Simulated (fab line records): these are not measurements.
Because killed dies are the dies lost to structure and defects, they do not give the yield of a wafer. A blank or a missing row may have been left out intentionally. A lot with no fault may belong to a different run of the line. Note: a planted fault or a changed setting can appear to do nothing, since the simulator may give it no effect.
A struck lot beside a sound one :: flow nandHarc :: 17 out of 1159 route steps
Sound: the wafers L295.2, L295.4, L295.5. The struck wafers were L304.2, L304.4, L304.6. Last of all comes the cause.
For every step that has rows: the tool of each side, followed by ch and its chambers, followed by its first start. Under that, the readings that differ: sound wafers :: struck wafers :: difference of the means :: sigmas: that difference in standard deviations of wafers without a fault.
alike: a reading whose means differ by less than 2 such deviations, as well as words and numbers matching on both sides. not compared: withheld readings; readings where some wafer has no value; bounds like >300 that might hide an equal value; numbers whose values overlap and for which the record gives no deviation.
The two part at a step that has a row with sigmas, a row that says differs or no value, or rows on one side only. Non-overlapping numbers with no deviation appear without sigmas and do not part them. Lack of a reading on every wafer of one side parts them only where that side has two or more wafers.

NHARC_P_M1_INSPECT_11:
  struck on defectInspect-01, day 8 10:03; sound on defectInspect-01, day 6 00:44
  alike: rawDefectCount
then, 1 step without rows for these wafers: NHARC_P_M1_DESCUM_14 (chemistry O2, time 3 s).
NHARC_P_M1_ETCH_35: etches the open film in N2/H2, target depth 40 nm, overetch 12 nm, time 43.94 s.
  sound on rieDiel-02 ch 0,1,2, day 6 00:56; struck on rieDiel-02 ch 0,2,3, day 8 10:13
  alike: drypumpMotorCurrentA, mfcArSccm, oesProductAu, rfVppV, showerheadPlenumPTorr, throttleValvePct
  not compared: rfHoursCounterH
NHARC_P_M1_ETCH_15: etches the open film in C4F8/Ar, target depth 182.5 nm, time 91.2 s.
  sound on rieDiel-02 ch 0,1,3; struck on rieDiel-02 ch 0,1,3
  alike: oesProductAu, rfVppV
  not compared: rfHoursCounterH
NHARC_P_M1_CD_MEAS_16:
  struck on cdSem-02, day 8 10:25; sound on cdSem-01, day 6 01:10
  alike: cdNm
NHARC_P_M1_STRIP_18: strips in N2/H2.
  sound on rieDiel-05 ch 0,1,2, day 6 01:16; struck on rieDiel-09 ch 0,2, day 8 10:30
  alike: drypumpMotorCurrentA, mfcArSccm, oesProductAu, powerW, rfVppV, showerheadPlenumPTorr, throttleValvePct
  not compared: rfHoursCounterH
then, 5 steps without rows for these wafers: NHARC_P_M1_ETCH_28 (etches the open film in CF4/N2, target depth 30 nm, time 72.99 s); NHARC_P_M1_STRIP_19 (strips in post etch residue remover, time 600 s); NHARC_P_M1_DEGAS_29 (time 60 s); NHARC_P_M1_PRE_CLEAN_30 (time 30 s); NHARC_P_M1_PVD_20 (deposits TaN, target thk 5 nm, time 8.06 s).
NHARC_P_M1_PVD_21: deposits Cu, target thk 30 nm, time 20.49 s.
  sound on pvdSputter-02; struck on pvdSputter-03
  alike: throttleValvePct
NHARC_P_M1_ECD_22: material Cu, target thk 400 nm.
  sound on ecdCu-02 ch 1, day 6 02:17; struck on ecdCu-01 ch 0,1, day 8 11:30
  no value came back on the struck wafers for bathHeatDutyPct (%), bathTempC (C); on the sound wafers bathHeatDutyPct (%) reads 8.0 8.4 7.2
NHARC_P_M1_ANNEAL_31: time 90 s.
  sound on rtpAnneal-01 ch 0, day 6 02:43; struck on rtpAnneal-01 ch 0, day 8 11:55
  alike: wafer_temp_C_max
NHARC_P_M1_CMP_23: polishes, t overpolish 20 s, target thk 157.82 nm.
  sound on cmp-02 ch 0,1,2, day 6 03:03; struck on cmp-03 ch 2,3, day 8 12:14
reading: timeToEndpointS (s)
sound: 36 32 29
struck: 0 0 1
difference: -32
sigmas: -9
  alike: motorCurrentA, slurryFlowMlMin
NHARC_P_M1_THK_MEAS_24: measures by xrf.
  struck on filmMetro-01, day 8 12:42; sound on filmMetro-01, day 6 03:19
reading: thkNm (nm)
sound: 161.4 158.4 158.3
struck: 30.3 29.9 30.1
difference: -129.3
sigmas: -72
  not compared: hold
following that, these wafers have no rows for 1 step: NHARC_END_SORT_01.

## WHERE THEY PART
Earliest at NHARC_P_M1_ECD_22; latest, in this record, at NHARC_P_M1_THK_MEAS_24.

WHY: whatever the simulator had introduced
Step skipped in full: ecdCu-01, at NHARC_P_M1_ECD_22, from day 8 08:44 onward. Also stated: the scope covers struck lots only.
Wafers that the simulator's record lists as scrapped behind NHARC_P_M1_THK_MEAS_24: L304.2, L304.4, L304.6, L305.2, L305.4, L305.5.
